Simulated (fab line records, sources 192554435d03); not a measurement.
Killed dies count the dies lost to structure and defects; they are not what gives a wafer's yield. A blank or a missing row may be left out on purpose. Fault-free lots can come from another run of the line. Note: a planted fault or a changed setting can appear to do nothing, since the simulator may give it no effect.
What tool caused it? | flow n5 finfet | 23 lots, 69 wafers sampled, at 3 steps of a route of 1938

== WHAT EACH GAUGE READ, for each wafer ==
N5_BEOL_M13_THK_MEAS_50: measures by xrf. Usual: M13_THK typically reads 420 nm, with standard deviation 7.2.
lot  | measured     | on            | M13_THK (nm) | flag
L074 | day 10 13:31 | film metro-02 | 427 419 425  |
L075 | day 11 04:05 | film metro-02 | 429 427 423  |
L077 | day 11 21:04 | film metro-02 | 422 416 421  |
L078 | day 12 00:42 | film metro-01 | 417 411 423  |
L079 | day 12 08:26 | film metro-01 | 414 405 424  |
L080 | day 12 11:59 | film metro-02 | 407 431 424  |
L081 | day 12 21:08 | film metro-01 | 424 418 425  |
L083 | day 13 04:58 | film metro-01 | 423 406 418  |
L082 | day 13 07:08 | film metro-02 | 417 429 418  |
L085 | day 13 09:59 | film metro-01 | 409 409 417  |
L084 | day 13 14:16 | film metro-02 | 421 417 438  |
L087 | day 14 07:48 | film metro-01 | 417 439 417  |
L086 | day 14 08:53 | film metro-01 | 414 415 410  |
L088 | day 14 10:13 | film metro-02 | 423 424 420  |
L089 | day 14 11:17 | film metro-02 | 423 422 418  |
L090 | day 15 06:35 | film metro-02 | 408 416 419  |
L091 | day 15 09:48 | film metro-01 | 416 414 422  |
L092 | day 15 09:59 | film metro-01 | 421 413 417  |
L095 | day 16 05:36 | film metro-01 | 410 412 423  |
L094 | day 16 05:49 | film metro-02 | 425 419 447  |
L093 | day 16 11:44 | film metro-01 | 434 414 415  |
L096 | day 16 18:40 | film metro-02 | 432 426 425  |
L097 | day 16 23:27 | film metro-01 | 433 434 424  |

N5_BEOL_M14_THK_MEAS_01. Usual: M14_ILD_THK typically reads 1129 nm, with standard deviation 16.
lot  | measured     | on            | M14_ILD_THK (nm) | flag
L074 | day 10 14:19 | film metro-02 | 1121 1141 1129   |
L075 | day 11 04:32 | film metro-01 | 1134 1154 1142   |
L077 | day 11 21:28 | film metro-02 | 1113 1134 1163   |
L078 | day 12 01:05 | film metro-02 | 1096 1137 1110   |
L079 | day 12 08:49 | film metro-02 | 1144 1106 1104   |
L080 | day 12 12:22 | film metro-02 | 1116 1123 1146   |
L081 | day 12 21:31 | film metro-01 | 1106 1128 1141   |
L083 | day 13 05:22 | film metro-02 | 1121 1102 1149   |
L082 | day 13 07:31 | film metro-02 | 1127 1149 1130   |
L085 | day 13 10:22 | film metro-01 | 1127 1106 1138   |
L084 | day 13 14:39 | film metro-01 | 1104 1123 1145   |
L087 | day 14 08:13 | film metro-02 | 1124 1113 1102   |
L086 | day 14 09:17 | film metro-02 | 1120 1107 1142   |
L088 | day 14 10:42 | film metro-01 | 1118 1113 1119   |
L089 | day 14 11:40 | film metro-02 | 1127 1133 1148   |
L090 | day 15 06:58 | film metro-02 | 1128 1143 1122   |
L091 | day 15 10:11 | film metro-02 | 1131 1108 1137   |
L092 | day 15 10:22 | film metro-01 | 1110 1109 1125   |
L095 | day 16 05:59 | film metro-01 | 1104 1141 1146   |
L094 | day 16 06:12 | film metro-02 | 1132 1115 1130   |
L093 | day 16 12:07 | film metro-01 | 1111 1116 1116   |
L096 | day 16 19:05 | film metro-02 | 1107 1127 1148   |
L097 | day 16 23:50 | film metro-02 | 1106 1125 1111   |

== WHAT TOOL EACH LOT RAN ON (gives the tool, then ch and the chambers of the sampled wafers, and finally the start) ==
lot  | N5_BEOL_M13_ANNEAL_48
L074 | rtp anneal-02 ch 0, day 10 12:55
L075 | rtp anneal-02 ch 0, day 11 03:32
L077 | rtp anneal-01 ch 0, day 11 20:29
L078 | rtp anneal-02 ch 0, day 11 23:57
L079 | rtp anneal-02 ch 0, day 12 07:51
L080 | rtp anneal-01 ch 0, day 12 11:20
L081 | rtp anneal-02 ch 0, day 12 20:32
L083 | rtp anneal-01 ch 0, day 13 03:49
L082 | rtp anneal-01 ch 0, day 13 06:22
L085 | rtp anneal-02 ch 0, day 13 09:01
L084 | rtp anneal-01 ch 0, day 13 13:41
L087 | rtp anneal-01 ch 0, day 14 06:56
L086 | rtp anneal-01 ch 0, day 14 08:01
L088 | rtp anneal-01 ch 0, day 14 09:31
L089 | rtp anneal-01 ch 0, day 14 10:25
L090 | rtp anneal-01 ch 0, day 15 06:02
L091 | rtp anneal-02 ch 0, day 15 09:13
L092 | rtp anneal-01 ch 0, day 15 09:24
L095 | rtp anneal-02 ch 0, day 16 05:01
L094 | rtp anneal-01 ch 0, day 16 05:16
L093 | rtp anneal-02 ch 0, day 16 10:01
L096 | rtp anneal-02 ch 0, day 16 17:50
L097 | rtp anneal-02 ch 0, day 16 22:41
- N5_BEOL_M13_ANNEAL_48: time 90 s.

== AS READ BY THE TOOLS THEMSELVES (means over the sampled wafers that have a number; for cases with no such wafer, the mark the record gives instead) ==
N5_BEOL_M13_ANNEAL_48. Usual: anneal temp c 224.99 C, standard deviation 0.15; wafer_temp_C_max 226.07, standard deviation 0.26.
lot  | tool          | anneal temp c (C) | wafer_temp_C_max | flag
L074 | rtp anneal-02 | 224.86            | 226.07           |
L075 | rtp anneal-02 | 225.04            | 226.31           |
L077 | rtp anneal-01 | 225.00            | 225.89           |
L078 | rtp anneal-02 | 224.89            | 226.10           |
L079 | rtp anneal-02 | 224.86            | 225.91           |
L080 | rtp anneal-01 | 224.92            | 225.86           |
L081 | rtp anneal-02 | 224.90            | 225.94           |
L083 | rtp anneal-01 | 225.09            | 225.96           |
L082 | rtp anneal-01 | 225.14            | 226.15           |
L085 | rtp anneal-02 | 224.91            | 225.92           |
L084 | rtp anneal-01 | 225.05            | 225.82           |
L087 | rtp anneal-01 | 225.04            | 226.18           |
L086 | rtp anneal-01 | 224.94            | 226.02           |
L088 | rtp anneal-01 | 225.02            | 226.25           |
L089 | rtp anneal-01 | 224.97            | 226.02           |
L090 | rtp anneal-01 | 225.15            | 225.94           |
L091 | rtp anneal-02 | 225.10            | 226.11           |
L092 | rtp anneal-01 | 225.16            | 226.08           |
L095 | rtp anneal-02 | 224.87            | 226.01           |
L094 | rtp anneal-01 | 225.07            | 226.25           |
L093 | rtp anneal-02 | 225.00            | 225.99           |
L096 | rtp anneal-02 | 224.74            | 226.42           |
L097 | rtp anneal-02 | 224.95            | 226.02           |

== THE ANSWER, worked out from the rows above alone ==
Rule: a lot is off if the mean of its wafers that have a number lies more than 3 standard deviations from the usual mean. A lot without any number at a reading at which 4 lots or more have one is off too. Any other lot the step has rows for is counted as sound. The gauges are gone through in route order, then the tools' own readings, and for those a lot's mean is taken as printed above. At the first step where some lot is off, the reading lying furthest off is the one used; lots without a number count as furthest.
Across all readings shown, no lot is off: no conclusion can be drawn from this.

== WHAT THE SIMULATOR HAD INSERTED ==
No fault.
